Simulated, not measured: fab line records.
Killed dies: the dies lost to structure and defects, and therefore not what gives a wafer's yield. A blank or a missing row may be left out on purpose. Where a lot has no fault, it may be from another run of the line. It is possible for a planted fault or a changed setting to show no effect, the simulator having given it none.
fab line records	flow nandHarc
record lots=13	wafers=39	lastDay=25
route steps=1159 shown A_ZERO_WELL@405 A_SOURCE_PLATE@423 A_ONON_D1@428 END@1159
lots that met no fault: taken from a fault-free run of the same line
startH: the number of hours between the record's first day and the start of the first shown wafer of the lot	waitH: hours from the lot's prior step to this one	" same as the row above	L1.1+2: several wafers, shown together as one row	- either no value or no given start	* or withheld: withheld	< > ~ a bound
route shown NAME@n: NAME is a module with steps in the file, n the number in the route of the first one	usual: mean and standard deviation over wafers with no fault	same: alike in all rows	chamber/n: place in a boat	sites: the reading at each site	_std_site: their standard deviation	_edge_site: mean of outer sites minus mean of inner sites	radiusMm: how far each site lies from the wafer's centre	mask NAME#n: copy n	behind: the tool/chamber that last shaped the wafer	hold: what put the lot on hold/how long, in hours/how the hold closed	device: the n, p or np transistor that did not switch	end of line: the same wafers' tests at the end of the route	for a step that has no rows: nothing shown but its recipe	killed: dies lost to structure and defects at the first sort, not the wafer's yield	map: the dies of a wafer, with x for killed, . for not killed, _ for no die there
set.NAME: the setting as run; set.NAME@STEP: as run at that earlier step	model.NAME: the simulator's own value behind a step, which no gauge read
one table for each step of the route and one row for each wafer, over a sample of lots
services: from which hour (startH, from the record's first day; less than 0 if before it) a tool's chamber was out of use, for how many hours, and why
## steps
# step NHARC_A_ZERO_WELL_ETCH_13
# recipe targetDepthA=1200	timeS=40.1	hbrFlowSccm=150	cl2FlowSccm=50	rfW=400	icpW=400	biasW=100	chemistry=HBr/Cl2
# usual chamberPressureMTorr=15.000/0.013	drypumpMotorCurrentA=5.8/0.36	oesProductAu=0.999/0.015	throttleValvePct=26.406/0.0099
lot.wafer	tool	chamber	startH	waitH	chamberPressureMTorr	drypumpMotorCurrentA	oesProductAu	rfHoursCounterH	throttleValvePct
L896.3	rieSi-05	3	143.97	-	14.993	6.2	1.007	0.5	26.417
L896.2	"	0	"	"	15.030	5.7	0.992	0.6	26.417
L896.5	"	2	"	"	14.992	6.2	1.008	-	26.410
L897.4	rieSi-05	0	147.94	-	15.001	5.7	0.979	0.6	26.406
L897.2	"	3	"	"	15.010	6.3	1.000	0.5	26.408
L897.6	"	1	"	"	14.985	5.5	1.016	-	26.402
L899.4	rieSi-05	1	158.22	-	15.007	5.5	1.031	0.7	26.394
L899.2	"	3	"	"	15.022	6.2	1.018	0.5	26.418
L899.5	"	2	"	"	15.002	6.2	1.016	-	26.398
L901.2	rieSi-05	3	171.11	-	15.008	6.2	1.013	0.7	26.398
L901.3	"	1	"	"	15.010	5.5	1.017	0.8	26.389
L901.5	"	0	"	"	15.017	5.7	0.996	-	26.413
L902.1	rieSi-02	3	173.45	-	15.030	5.9	0.999	1.0	26.398
L902.3	"	1	"	"	15.001	5.9	1.010	1.0	26.397
L902.5	"	2	"	"	14.998	5.0	1.016	-	26.426
L906.2	rieSi-05	0	213.75	-	15.006	5.6	1.000	1.1	26.412
L906.1	"	1	"	"	15.007	5.5	1.023	1.0	26.406
L906.4	"	3	"	"	15.000	6.2	1.005	1.0	26.416
L908.3	rieSi-05	1	219.99	-	14.982	5.5	1.009	1.1	26.400
L908.2	"	2	"	"	15.002	6.2	0.982	1.0	26.385
L908.5	"	0	"	"	15.010	5.7	0.988	-	26.383
L907.1	rieSi-02	1	221.28	-	14.991	5.9	0.985	0.0	26.412
L907.3	"	2	"	"	15.026	5.0	1.014	0.0	26.417
L907.6	"	1	"	"	15.017	5.9	0.984	-	26.411
L911.2	rieSi-01	1	237.20	-	15.004	5.8	1.002	0.8	26.397
L911.5	"	1	"	"	15.006	5.8	1.003	-	26.387
L911.6	"	2	"	"	14.995	5.8	1.005	-	26.420
L912.3	rieSi-02	1	239.28	-	14.999	6.0	0.972	0.2	26.395
L912.1	"	3	"	"	14.964	5.9	0.977	0.2	26.416
L912.6	"	1	"	"	14.988	5.9	0.974	-	26.412
L916.1	rieSi-02	3	251.45	-	14.999	5.9	0.976	0.3	26.410
L916.3	"	1	"	"	15.003	5.9	0.975	0.3	26.413
L916.4	"	2	"	"	15.021	5.0	0.985	0.3	26.399
L915.1	rieSi-01	2	252.27	-	15.001	5.8	1.000	1.0	26.406
L915.4	"	0	"	"	14.983	5.2	0.988	0.8	26.395
L915.2	"	1	"	"	14.990	5.8	1.002	0.9	26.412
L917.2	rieSi-05	2	263.69	-	14.990	6.2	0.959	0.1	26.416
L917.6	"	0	"	"	14.969	5.7	0.986	-	26.402
L917.5	"	1	"	"	15.005	5.5	1.003	-	26.398
# step NHARC_A_ZERO_WELL_INSPECT_17
# usual rawDefectCount=11/5.6
lot.wafer	tool	chamber	startH	waitH	rawDefectCount
L896.2	defectInspect-01	-	145.05	0.1	6
L896.3	"	-	"	"	2
L896.5	"	-	"	"	6
L897.2	defectInspect-02	-	149.06	0.1	23
L897.4	"	-	"	"	15
L897.6	"	-	"	"	9
L899.2	defectInspect-01	-	159.32	0.1	15
L899.4	"	-	"	"	9
L899.5	"	-	"	"	19
L901.2	defectInspect-02	-	172.21	0.1	23
L901.3	"	-	"	"	17
L901.5	"	-	"	"	26
L902.1	defectInspect-02	-	174.54	0.2	8
L902.3	"	-	"	"	10
L902.5	"	-	"	"	12
L906.1	defectInspect-01	-	214.87	0.2	11
L906.2	"	-	"	"	7
L906.4	"	-	"	"	12
L908.2	defectInspect-02	-	221.09	0.2	9
L908.3	"	-	"	"	6
L908.5	"	-	"	"	12
L907.1	defectInspect-01	-	222.39	0.2	18
L907.3	"	-	"	"	14
L907.6	"	-	"	"	10
L911.2	defectInspect-02	-	238.35	0.1	15
L911.5	"	-	"	"	18
L911.6	"	-	"	"	18
L912.1	defectInspect-01	-	240.36	0.2	10
L912.3	"	-	"	"	13
L912.6	"	-	"	"	12
L916.1	defectInspect-02	-	252.56	0.2	4
L916.3	"	-	"	"	2
L916.4	"	-	"	"	6
L915.1	defectInspect-01	-	253.39	0.2	11
L915.2	"	-	"	"	14
L915.4	"	-	"	"	9
L917.2	defectInspect-01	-	264.76	0.1	15
L917.5	"	-	"	"	13
L917.6	"	-	"	"	12
# step NHARC_A_SOURCE_PLATE_INSPECT_08
# usual rawDefectCount=65/23
lot.wafer	tool	chamber	startH	waitH	rawDefectCount
L896.2	defectInspect-01	-	165.47	0.0	91
L896.3	"	-	"	"	47
L896.5	"	-	"	"	51
L897.2	defectInspect-01	-	169.38	0.0	72
L897.4	"	-	"	"	47
L897.6	"	-	"	"	87
L899.2	defectInspect-01	-	182.38	0.0	49
L899.4	"	-	"	"	72
L899.5	"	-	"	"	147
L902.1	defectInspect-01	-	192.45	0.0	89
L902.3	"	-	"	"	58
L902.5	"	-	"	"	91
L901.2	defectInspect-02	-	192.45	0.0	70
L901.3	"	-	"	"	64
L901.5	"	-	"	"	35
L906.1	defectInspect-02	-	236.16	0.1	98
L906.2	"	-	"	"	64
L906.4	"	-	"	"	94
L907.1	defectInspect-02	-	242.01	0.0	128
L907.3	"	-	"	"	65
L907.6	"	-	"	"	58
L908.2	defectInspect-01	-	242.01	0.0	40
L908.3	"	-	"	"	77
L908.5	"	-	"	"	71
L912.1	defectInspect-02	-	258.40	0.0	41
L912.3	"	-	"	"	101
L912.6	"	-	"	"	93
L911.2	defectInspect-01	-	258.41	0.0	75
L911.5	"	-	"	"	65
L911.6	"	-	"	"	72
L916.1	defectInspect-02	-	274.25	0.1	36
L916.3	"	-	"	"	51
L916.4	"	-	"	"	49
L915.1	defectInspect-01	-	274.25	0.0	47
L915.2	"	-	"	"	85
L915.4	"	-	"	"	46
L917.2	defectInspect-02	-	285.44	0.0	77
L917.5	"	-	"	"	57
L917.6	"	-	"	"	122
# step NHARC_A_ONON_D1_DEP_06
# recipe targetThkA=10000	n2FlowSccm=2750	n2oFlowSccm=2000	nh3FlowSccm=500	sih4FlowSccm=210	tempC=400
lot.wafer	tool	chamber	startH	waitH
L896.2+3+5	pecvdOnon-04	0	166.74	0.1
L897.2+4+6	pecvdOnon-01	0	170.64	0.1
L899.2+4+5	pecvdOnon-04	0	183.66	0.1
L902.1+3+5	pecvdOnon-04	0	193.65	0.1
L901.2+3+5	pecvdOnon-01	0	193.72	0.1
L906.1+2+4	pecvdOnon-03	0	237.37	0.1
L907.1+3+6	pecvdOnon-03	0	243.20	0.1
L908.2+3+5	pecvdOnon-01	0	243.40	0.1
L912.1+3+6	pecvdOnon-01	0	259.60	0.1
L911.2+5+6	pecvdOnon-01	0	260.02	0.1
L916.1+3+4	pecvdOnon-01	0	275.48	0.1
L915.1+2+4	pecvdOnon-03	0	275.48	0.1
L917.2+5+6	pecvdOnon-03	0	286.84	0.1
# step NHARC_A_ONON_D1_THK_MEAS_08
# recipe thkMeasGauge=ellipsometry
# usual thkNm=1002/8.3
lot.wafer	tool	chamber	startH	waitH	thkNm
L896.2	filmMetro-01	-	167.19	-	1008
L896.3	"	-	"	"	1008
L896.5	"	-	"	"	1007
L897.2	filmMetro-02	-	171.09	-	1012
L897.4	"	-	"	"	1011
L897.6	"	-	"	"	1012
L899.2	filmMetro-02	-	184.11	-	996
L899.4	"	-	"	"	997
L899.5	"	-	"	"	996
L902.1	filmMetro-01	-	194.16	-	1000
L902.3	"	-	"	"	1001
L902.5	"	-	"	"	1000
L901.2	filmMetro-02	-	194.18	-	998
L901.3	"	-	"	"	998
L901.5	"	-	"	"	999
L906.1	filmMetro-02	-	237.88	-	1000
L906.2	"	-	"	"	1000
L906.4	"	-	"	"	1001
L907.1	filmMetro-02	-	243.71	-	1010
L907.3	"	-	"	"	1010
L907.6	"	-	"	"	1009
L908.2	filmMetro-02	-	243.86	-	1003
L908.3	"	-	"	"	1004
L908.5	"	-	"	"	1002
L912.1	filmMetro-02	-	260.11	-	520
L912.3	"	-	"	"	518
L912.6	"	-	"	"	518
L911.2	filmMetro-02	-	260.47	-	496
L911.5	"	-	"	"	495
L911.6	"	-	"	"	496
L916.1	filmMetro-01	-	275.99	-	512
L916.3	"	-	"	"	508
L916.4	"	-	"	"	508
L915.1	filmMetro-02	-	275.99	-	1000
L915.2	"	-	"	"	1001
L915.4	"	-	"	"	1001
L917.2	filmMetro-01	-	287.29	-	985
L917.5	"	-	"	"	984
L917.6	"	-	"	"	985
# step NHARC_END_SORT_01
# recipe tempC=25
# usual killedAtArray=30/10	killedAtOther=0.5/0.82	killedAtPeriphery=2.9/2	killedDies=34/11	killedOpen=3.2/1.8	killedShort=2.0/1.4
# same grossDies=677
lot.wafer	tool	chamber	startH	waitH	killedAtArray	killedAtOther	killedAtPeriphery	killedDies	killedOpen	killedShort
L911.2	prober-02	0	560.50	2.8	674	1	2	677	2	1
L911.5	prober-02	0	562.93	3.7	672	3	2	677	3	4
L911.6	prober-02	0	563.73	4.0	673	1	3	677	5	7
L912.1	prober-02	0	567.52	2.5	671	0	6	677	5	3
L912.3	prober-02	0	569.11	3.1	673	0	4	677	2	2
L912.6	prober-02	0	571.51	4.0	674	1	2	677	6	2
L916.1	prober-02	0	575.30	2.5	675	0	2	677	1	0
L916.3	prober-02	0	576.92	3.1	676	0	1	677	1	2
L916.4	prober-02	0	577.73	3.4	674	0	3	677	5	2
# killed by level:class
L911.2 A_ONON_D1:areaDep=639 A_CHANNEL_HOLE_D1:chamberFilmFlake=16 A_SGD_CUT:chamberFilmFlake=6 A_STAIRCASE:chamberFilmFlake=4 A_CONTACT:chamberFilmFlake=4 A_BLC:chamberFilmFlake=3 P_M0:geometricParticle:open=1 P_M1:geometricParticle:open=1
L911.5 A_ONON_D1:areaDep=642 A_CHANNEL_HOLE_D1:chamberFilmFlake=14 A_SGD_CUT:chamberFilmFlake=3 A_CONTACT:chamberFilmFlake=3 A_CONTACT:geometricParticle:open=2 P_ZERO_WELL:chamberFilmFlake=2 THIN_TSV:chamberFilmFlake=2 A_SOURCE_PLATE:geometricParticle:short=1
L911.6 A_ONON_D1:areaDep=627 A_CHANNEL_HOLE_D1:chamberFilmFlake=13 A_SGD_CUT:chamberFilmFlake=7 A_CONTACT:chamberFilmFlake=6 A_STAIRCASE:chamberFilmFlake=4 A_BLC:chamberFilmFlake=3 A_SGD_CUT:geometricParticle:short=2 A_M0:geometricParticle:open=2
L912.1 A_ONON_D1:areaDep=634 A_CHANNEL_HOLE_D1:chamberFilmFlake=15 A_SLIT:chamberFilmFlake=11 A_STAIRCASE:chamberFilmFlake=3 P_GATE:geometricParticle:open=2 A_CHANNEL_FILL_D1:geometricParticle:short=2 A_WL_FILL:geometricParticle:open=2 P_STI:chamberFilmFlake=2
L912.3 A_ONON_D1:areaDep=637 A_CHANNEL_HOLE_D1:chamberFilmFlake=15 A_SLIT:chamberFilmFlake=14 P_GATE:chamberFilmFlake=2 A_STAIRCASE:chamberFilmFlake=2 A_CONTACT:chamberFilmFlake=2 P_CONTACT:geometricParticle:short=1 A_SOURCE_PLATE:geometricParticle:short=1
L912.6 A_ONON_D1:areaDep=634 A_CHANNEL_HOLE_D1:chamberFilmFlake=15 A_SLIT:chamberFilmFlake=15 A_CONTACT:chamberFilmFlake=4 P_CONTACT:geometricParticle:open=2 A_CHANNEL_FILL_D1:geometricParticle:open=2 A_CONTACT:geometricParticle:open=2 A_ONON_D1:geometricParticle:short=1
L916.1 A_ONON_D1:areaDep=625 A_SLIT:chamberFilmFlake=17 A_CHANNEL_HOLE_D1:chamberFilmFlake=17 A_WL_FILL:chamberFilmFlake=5 A_STAIRCASE:chamberFilmFlake=4 A_CONTACT:chamberFilmFlake=4 A_M1:chamberFilmFlake=2 A_CHANNEL_HOLE_D1:geometricParticle:open=1
L916.3 A_ONON_D1:areaDep=635 A_SLIT:chamberFilmFlake=14 A_CHANNEL_HOLE_D1:chamberFilmFlake=13 A_WL_FILL:chamberFilmFlake=4 A_CONTACT:chamberFilmFlake=4 A_STAIRCASE:chamberFilmFlake=2 A_SOURCE_PLATE:geometricParticle:open=1 A_CONTACT:geometricParticle:short=1
L916.4 A_ONON_D1:areaDep=625 A_SLIT:chamberFilmFlake=19 A_CHANNEL_HOLE_D1:chamberFilmFlake=16 A_STAIRCASE:chamberFilmFlake=6 A_CONTACT:chamberFilmFlake=2 P_CONTACT:geometricParticle:open=1 A_ONON_D1:geometricParticle:open=1 A_ONON_D1:geometricParticle:short=1
## services
tool	chamber	startH	hours	kind
rieSi-01	-	127.00	9.0	pm
pecvdOnon-03	-	153.00	13.0	pm
pecvdOnon-04	-	157.34	0.1	repair
pecvdOnon-01	-	195.49	13.0	pm
rieSi-02	-	211.00	9.0	pm
rieSi-02	0	211.00	9.0	ventCycle
rieSi-02	1	211.00	9.0	ventCycle
rieSi-02	2	211.00	9.0	ventCycle
rieSi-02	3	211.00	9.0	ventCycle
rieSi-05	2	222.25	5.6	repair
rieSi-02	0	225.34	6.6	repair
pecvdOnon-04	-	237.16	13.0	pm
rieSi-05	-	239.00	9.0	pm
rieSi-05	0	239.00	9.0	ventCycle
rieSi-05	1	239.00	9.0	ventCycle
rieSi-05	2	239.00	9.0	ventCycle
rieSi-05	3	239.00	9.0	ventCycle
rieSi-02	2	240.73	6.7	repair
rieSi-05	0	248.00	-	clean
rieSi-05	1	248.00	-	clean
rieSi-05	2	248.00	-	clean
rieSi-05	3	248.00	-	clean
rieSi-01	1	262.97	27.9	repair
rieSi-05	0	270.99	7.4	repair
## key
firstSign step=NHARC_A_ONON_D1_THK_MEAS_08	reading=thkNm	direction=down	sigmas=60	usual=1002	struck=508
effect step=NHARC_END_SORT_01	reading=killedAtArray	direction=up	sigmas=62	usual=30	struck=674
moreKillsBornAt NHARC_A_ONON_D1_DEP_06@pecvdOnon-01=5698
metAt NHARC_A_ONON_D1_DEP_06
struckLots L911,L912,L916
struckWafers L911.2,L911.5,L911.6,L912.1,L912.3,L912.6,L916.1,L916.3,L916.4
laterRowsLeftOut L911.2,L911.5,L911.6,L912.1,L912.3,L912.6,L916.1,L916.3,L916.4
testerLeftOut L911,L912,L916
notActingAt NHARC_A_ZERO_WELL_ETCH_13,NHARC_A_ZERO_WELL_INSPECT_17,NHARC_A_SOURCE_PLATE_INSPECT_08
onsetBetween 243.40 259.60
fault kind=processParameterDrift	tool=pecvdOnon-01	chamber=0	onsetH=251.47	steps=NHARC_A_ONON_D1_DEP_06	channel=targetThkA	offset=*	shape=step	endH=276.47	actsIn=*	stated=*
# testerLeftOut: of these lots the tester's yield and bins aren't shown, on N5 and GAA mostly nor the transistor test; their killed dies are dies lost to structure and defects alone, not to doping, threshold or leakage, so they don't give the yield
# laterRowsLeftOut: the simulator's readings of these wafers behind a module that went badly wrong aren't trusted and aren't shown, but for the sort
